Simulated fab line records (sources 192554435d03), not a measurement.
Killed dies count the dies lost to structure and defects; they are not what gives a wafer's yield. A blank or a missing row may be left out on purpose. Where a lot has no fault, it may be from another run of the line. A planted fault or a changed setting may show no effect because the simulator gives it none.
Which of the tools did it? -- flow n5Finfet -- Sampling: 20 lots, 60 wafers, 5 of 1938 route steps

WHAT THE GAUGES READ, wafer by wafer
N5_BEOL_M1_OVL_MEAS_29. Usual: V0_OVL typically reads -0.5 nm, with standard deviation 0.75.
lot,measured,on,V0_OVL (nm),flag
L074,day 6 02:25,overlay-01,-0.3 -0.5 -1.7,
L075,day 6 17:09,overlay-01,-1.5 -0.3 -0.5,
L076,day 6 18:10,overlay-02,-1.8 -0.3 -2.2,
L078,day 7 04:50,overlay-01,0.2 0.9 -0.5,
L080,day 7 21:08,overlay-01,-0.6 -1.4 -0.8,
L081,day 8 05:59,overlay-01,0.7 0.4 0.4,
L082,day 8 12:16,overlay-01,0.3 0.0 0.0,
L083,day 8 15:28,overlay-01,-0.2 -1.1 0.3,
L084,day 8 21:07,overlay-02,-0.1 0.1 0.0,
L085,day 9 03:47,overlay-01,-0.2 -0.9 -1.5,
L086,day 9 06:52,overlay-02,0.0 -1.1 -0.6,
L087,day 9 10:44,overlay-02,-0.4 -1.5 -0.3,
L088,day 9 18:34,overlay-02,-1.5 -0.7 -0.3,
L089,day 9 21:31,overlay-01,0.1 1.8 0.4,
L091,day 10 04:19,overlay-01,0.6 -0.5 -0.7,
L093,day 11 00:50,overlay-02,-0.8 0.2 -0.4,
L094,day 11 09:10,overlay-01,-2.9 -0.8 -2.2,
L095,day 11 16:17,overlay-01,-0.2 -0.7 -1.2,
L096,day 11 16:32,overlay-01,-0.6 0.1 -0.1,
L097,day 11 16:41,overlay-01,-0.1 -0.1 -0.2,

WHICH TOOL RAN EACH LOT (tool, then ch and the chambers of the sampled wafers, then the start)
lot,N5_BEOL_M0_SAQP_ETCH_107,N5_BEOL_M0_SAQP_DESCUM_45,N5_BEOL_M0_SAQP_ETCH_49,N5_BEOL_M0_ANNEAL_117
L074,"rieDiel-06 ch 0,1, day 5 14:41","rieDiel-06 ch 2,3, day 5 16:40","rieDiel-06 ch 1,2, day 5 17:30","pvdSputter-02, day 5 21:20"
L075,"rieDiel-02 ch 0,1,3, day 5 22:50","rieDiel-05 ch 2,3, day 6 02:56","rieDiel-05 ch 1,2,3, day 6 03:44","pvdSputter-03, day 6 10:43"
L076,"rieDiel-05 ch 2,3, day 6 05:02","rieDiel-06 ch 0,1,3, day 6 06:41","rieDiel-05 ch 1,2,3, day 6 07:30","pvdSputter-02, day 6 15:10"
L078,"rieDiel-02 ch 0,2, day 6 14:17","rieDiel-02 ch 0,1,2, day 6 16:28","rieDiel-02 ch 0,2,3, day 6 17:55","pvdSputter-02, day 6 22:07"
L080,"rieDiel-02 ch 0,1,3, day 7 06:43","rieDiel-02 ch 0,2,3, day 7 08:08","rieDiel-05 ch 0,1,3, day 7 08:56","pvdSputter-01, day 7 15:55"
L081,"rieDiel-05 ch 0,1, day 7 19:33","rieDiel-02 ch 1,2,3, day 7 21:26","rieDiel-02 ch 1,2, day 7 22:14","pvdSputter-02, day 8 01:07"
L082,"rieDiel-02 ch 0,1,2, day 7 23:05","rieDiel-05 ch 0,2,3, day 8 00:43","rieDiel-02 ch 0,1,2, day 8 02:33","pvdSputter-01, day 8 08:44"
L083,"rieDiel-06 ch 0,1,2, day 8 00:50","rieDiel-05 ch 0,2,3, day 8 03:51","rieDiel-02 ch 2,3, day 8 04:44","pvdSputter-01, day 8 09:49"
L084,"rieDiel-06 ch 0,1,3, day 8 04:29","rieDiel-02 ch 0,1, day 8 06:02","rieDiel-02 ch 2,3, day 8 06:50","pvdSputter-03, day 8 15:57"
L085,"rieDiel-02 ch 0,1, day 8 11:47","rieDiel-06 ch 0,1, day 8 13:19","rieDiel-06 ch 1,3, day 8 14:25","pvdSputter-02, day 8 22:29"
L086,"rieDiel-06 ch 0,1,2, day 8 16:59","rieDiel-06 ch 0,1,3, day 8 20:06","rieDiel-05 ch 2,3, day 8 20:55","pvdSputter-01, day 9 02:00"
L087,"rieDiel-06 ch 1,2,3, day 8 20:41","rieDiel-06 ch 0,2,3, day 9 00:04","rieDiel-05 ch 1,3, day 9 00:52","pvdSputter-01, day 9 05:22"
L088,"rieDiel-02 ch 0,1,2, day 9 05:31","rieDiel-06 ch 0,1,3, day 9 07:42","rieDiel-02 ch 0,2,3, day 9 08:31","pvdSputter-02, day 9 15:28"
L089,"rieDiel-06 ch 0,1, day 9 10:06","rieDiel-05 ch 1,2, day 9 11:31","rieDiel-02 ch 1,3, day 9 12:22","pvdSputter-03, day 9 17:52"
L091,"rieDiel-02 ch 0,1,3, day 9 17:36","rieDiel-06 ch 0,1,3, day 9 19:11","rieDiel-02 ch 1,2,3, day 9 20:00","pvdSputter-02, day 10 00:49"
L093,"rieDiel-05 ch 0,1,2, day 10 06:26","rieDiel-05 ch 0,1,3, day 10 08:23","rieDiel-02 ch 0,1,2, day 10 09:12","pvdSputter-01, day 10 19:22"
L094,"rieDiel-05 ch 0,1,2, day 10 18:28","rieDiel-02 ch 0,2,3, day 10 20:17","rieDiel-02 ch 0,1,2, day 10 21:06","pvdSputter-01, day 11 02:37"
L095,"rieDiel-02 ch 0,3, day 10 22:37","rieDiel-06 ch 2,3, day 11 00:10","rieDiel-05 ch 0,2, day 11 01:02","pvdSputter-02, day 11 09:46"
L096,"rieDiel-02 ch 0,2,3, day 11 04:23","rieDiel-02 ch 1,2,3, day 11 05:55","rieDiel-02 ch 0,2, day 11 06:44","pvdSputter-01, day 11 10:14"
L097,"rieDiel-06 ch 2,3, day 11 05:19","rieDiel-06 ch 0,2,3, day 11 06:52","rieDiel-02 ch 0,2, day 11 07:49","pvdSputter-01, day 11 10:53"
- N5_BEOL_M0_SAQP_ETCH_107: etches SiNx in CH3F/O2, target depth 30 nm.
- N5_BEOL_M0_SAQP_DESCUM_45: chemistry O2, time 7 s.
- N5_BEOL_M0_SAQP_ETCH_49: etches SiO2 in CF4/O2, target depth 37 nm.
- N5_BEOL_M0_ANNEAL_117: time 60 s.

AS READ BY THE TOOLS THEMSELVES (means over the sampled wafers that have a number; for cases with no such wafer, the mark the record gives instead)
N5_BEOL_M0_SAQP_ETCH_107. Usual: chamberPressureMTorr 30.00 mTorr, standard deviation 0.045; drypumpMotorCurrentA 6.1 A, standard deviation 0.46; oesProductAu 0.75 a.u., standard deviation 0.068; rfVppV 298 V, standard deviation 5.1; showerheadPlenumPTorr 1.99 Torr, standard deviation 0.061; throttleValvePct 16.40 %, standard deviation 0.22.
lot,tool,chamberPressureMTorr (mTorr),drypumpMotorCurrentA (A),oesProductAu (a.u.),rfVppV (V),showerheadPlenumPTorr (Torr),throttleValvePct (%),flag
L074,rieDiel-06,29.98,6.2,0.88,300,2.01,16.06,
L075,rieDiel-02,30.01,6.2,0.76,299,2.00,16.45,
L076,rieDiel-05,29.99,6.2,0.72,292,1.99,16.38,
L078,rieDiel-02,30.00,6.1,0.73,297,1.99,16.53,
L080,rieDiel-02,29.97,6.2,0.75,299,2.00,16.46,
L081,rieDiel-05,30.02,5.9,0.87,301,2.00,16.11,
L082,rieDiel-02,30.01,6.0,0.71,298,2.02,16.50,
L083,rieDiel-06,30.01,6.3,0.79,302,1.96,16.26,
L084,rieDiel-06,30.05,5.9,0.80,304,2.02,16.25,
L085,rieDiel-02,30.00,6.0,0.72,300,2.05,16.45,
L086,rieDiel-06,30.00,6.3,0.79,300,1.96,16.27,
L087,rieDiel-06,29.99,6.0,0.73,304,1.97,16.41,
L088,rieDiel-02,30.00,6.0,0.71,299,2.02,16.50,
L089,rieDiel-06,30.02,6.0,0.80,302,1.96,16.10,
L091,rieDiel-02,30.02,6.3,0.73,298,1.99,16.50,
L093,rieDiel-05,29.87,6.1,0.76,297,1.97,16.32,
L094,rieDiel-05,29.99,6.1,0.75,296,1.97,16.33,
L095,rieDiel-02,29.97,6.5,0.75,296,1.94,16.54,
L096,rieDiel-02,29.97,6.3,0.72,297,1.96,16.56,
L097,rieDiel-06,30.02,6.0,0.71,305,2.01,16.61,

N5_BEOL_M0_SAQP_DESCUM_45. Usual: value, then standard deviation, for each; chamberPressureMTorr 19.999 mTorr / 0.017; drypumpMotorCurrentA 6.1 A / 0.49; o2FlowSccm 225.0 sccm / 0.64; oesProductAu 0.75 a.u. / 0.071; rfVppV 242.9 V / 1.3; showerheadPlenumPTorr 2.09 Torr / 0.068; throttleValvePct 20.48 % / 0.21.
lot,tool,chamberPressureMTorr (mTorr),drypumpMotorCurrentA (A),o2FlowSccm (sccm),oesProductAu (a.u.),rfVppV (V),showerheadPlenumPTorr (Torr),throttleValvePct (%),flag
L074,rieDiel-06,20.000,6.0,224.7,0.72,244.0,2.13,20.64,
L075,rieDiel-05,19.999,6.2,224.3,0.72,242.2,2.09,20.41,
L076,rieDiel-06,20.010,5.9,225.1,0.83,243.3,2.12,20.32,
L078,rieDiel-02,20.001,6.0,225.2,0.73,243.5,2.12,20.52,
L080,rieDiel-02,20.008,6.3,224.5,0.74,242.7,2.06,20.60,
L081,rieDiel-02,20.004,6.0,225.5,0.74,241.7,2.09,20.52,
L082,rieDiel-05,19.998,5.9,224.9,0.80,243.6,2.10,20.27,
L083,rieDiel-05,19.998,6.0,225.2,0.79,242.5,2.10,20.25,
L084,rieDiel-02,20.004,6.0,224.9,0.72,244.6,2.15,20.55,
L085,rieDiel-06,19.979,6.0,224.7,0.82,242.4,2.06,20.17,
L086,rieDiel-06,20.007,5.9,225.1,0.80,242.8,2.11,20.35,
L087,rieDiel-06,20.016,6.3,224.7,0.77,243.9,2.10,20.53,
L088,rieDiel-06,19.987,5.9,224.5,0.79,243.6,2.11,20.36,
L089,rieDiel-05,20.003,6.0,223.8,0.70,241.5,2.01,20.56,
L091,rieDiel-06,19.998,5.9,225.1,0.79,242.9,2.11,20.36,
L093,rieDiel-05,20.002,5.6,225.7,0.77,243.5,2.06,20.34,
L094,rieDiel-02,20.005,6.3,224.3,0.73,242.9,2.05,20.63,
L095,rieDiel-06,19.993,5.9,224.5,0.70,243.9,2.11,20.69,
L096,rieDiel-02,19.983,6.1,225.6,0.72,242.5,2.08,20.56,
L097,rieDiel-06,20.011,6.3,224.8,0.76,242.2,2.10,20.54,

N5_BEOL_M0_SAQP_ETCH_49. Usual: chamberPressureMTorr 40.00 mTorr, standard deviation 0.035; drypumpMotorCurrentA 6.1 A, standard deviation 0.5; oesProductAu 0.74 a.u., standard deviation 0.06; rfVppV 240 V, standard deviation 4.3; showerheadPlenumPTorr 2.19 Torr, standard deviation 0.059; throttleValvePct 15.94 %, standard deviation 0.17.
lot,tool,chamberPressureMTorr (mTorr),drypumpMotorCurrentA (A),oesProductAu (a.u.),rfVppV (V),showerheadPlenumPTorr (Torr),throttleValvePct (%),flag
L074,rieDiel-06,39.98,6.4,0.74,244,2.12,15.93,
L075,rieDiel-05,39.98,5.9,0.72,239,2.17,15.98,
L076,rieDiel-05,40.04,5.9,0.72,239,2.17,15.98,
L078,rieDiel-02,39.99,6.3,0.75,240,2.17,15.97,
L080,rieDiel-05,40.01,5.6,0.81,242,2.19,15.82,
L081,rieDiel-02,40.01,5.8,0.69,238,2.21,15.92,
L082,rieDiel-02,40.02,6.0,0.72,241,2.22,15.96,
L083,rieDiel-02,40.02,6.3,0.76,236,2.14,15.94,
L084,rieDiel-02,40.01,6.0,0.73,237,2.16,15.95,
L085,rieDiel-06,40.00,5.7,0.74,246,2.18,15.74,
L086,rieDiel-05,40.02,5.7,0.73,237,2.20,15.95,
L087,rieDiel-05,40.02,5.4,0.72,239,2.17,16.04,
L088,rieDiel-02,40.02,6.3,0.73,240,2.16,15.99,
L089,rieDiel-02,40.00,6.0,0.74,240,2.23,15.90,
L091,rieDiel-02,40.02,6.0,0.72,238,2.19,15.94,
L093,rieDiel-02,40.02,6.0,0.70,242,2.21,16.00,
L094,rieDiel-02,40.01,6.0,0.70,242,2.21,16.00,
L095,rieDiel-05,39.98,6.2,0.83,240,2.23,15.61,
L096,rieDiel-02,39.97,6.1,0.69,239,2.18,16.04,
L097,rieDiel-02,40.04,6.3,0.70,243,2.18,16.06,

N5_BEOL_M0_ANNEAL_117. Usual: heaterPowerW 853 W, standard deviation 64; susceptor_temp_C_max 401.1, standard deviation 0.39.
lot,tool,heaterPowerW (W),susceptor_temp_C_max,flag
L074,pvdSputter-02,889,401.0,
L075,pvdSputter-03,863,401.2,
L076,pvdSputter-02,833,401.1,
L078,pvdSputter-02,881,401.0,
L080,pvdSputter-01,876,401.2,
L081,pvdSputter-02,957,400.8,
L082,pvdSputter-01,860,401.0,
L083,pvdSputter-01,841,401.0,
L084,pvdSputter-03,875,401.2,
L085,pvdSputter-02,818,400.8,
L086,pvdSputter-01,833,401.0,
L087,pvdSputter-01,831,401.0,
L088,pvdSputter-02,875,401.1,
L089,pvdSputter-03,839,400.7,
L091,pvdSputter-02,882,401.0,
L093,pvdSputter-01,854,400.9,
L094,pvdSputter-01,836,401.0,
L095,pvdSputter-02,801,401.3,
L096,pvdSputter-01,836,401.8,
L097,pvdSputter-01,832,401.0,

THE ANSWER, worked out from the rows above alone
Rule: a lot is off if the mean of its wafers that have a number lies more than 3 standard deviations from the usual mean. A lot without any number at a reading at which 4 lots or more have one is off too. Where the step has rows for the other lots, those lots are counted as sound. First the gauges in route order, then the tools' own readings, where a lot's mean is used as printed above. At the first step where some lot is off, the reading lying furthest off is the one used; lots without a number count as furthest.
None of the lots is off at any reading shown; this tells nothing.

WHAT THE SIMULATOR HAD PUT IN
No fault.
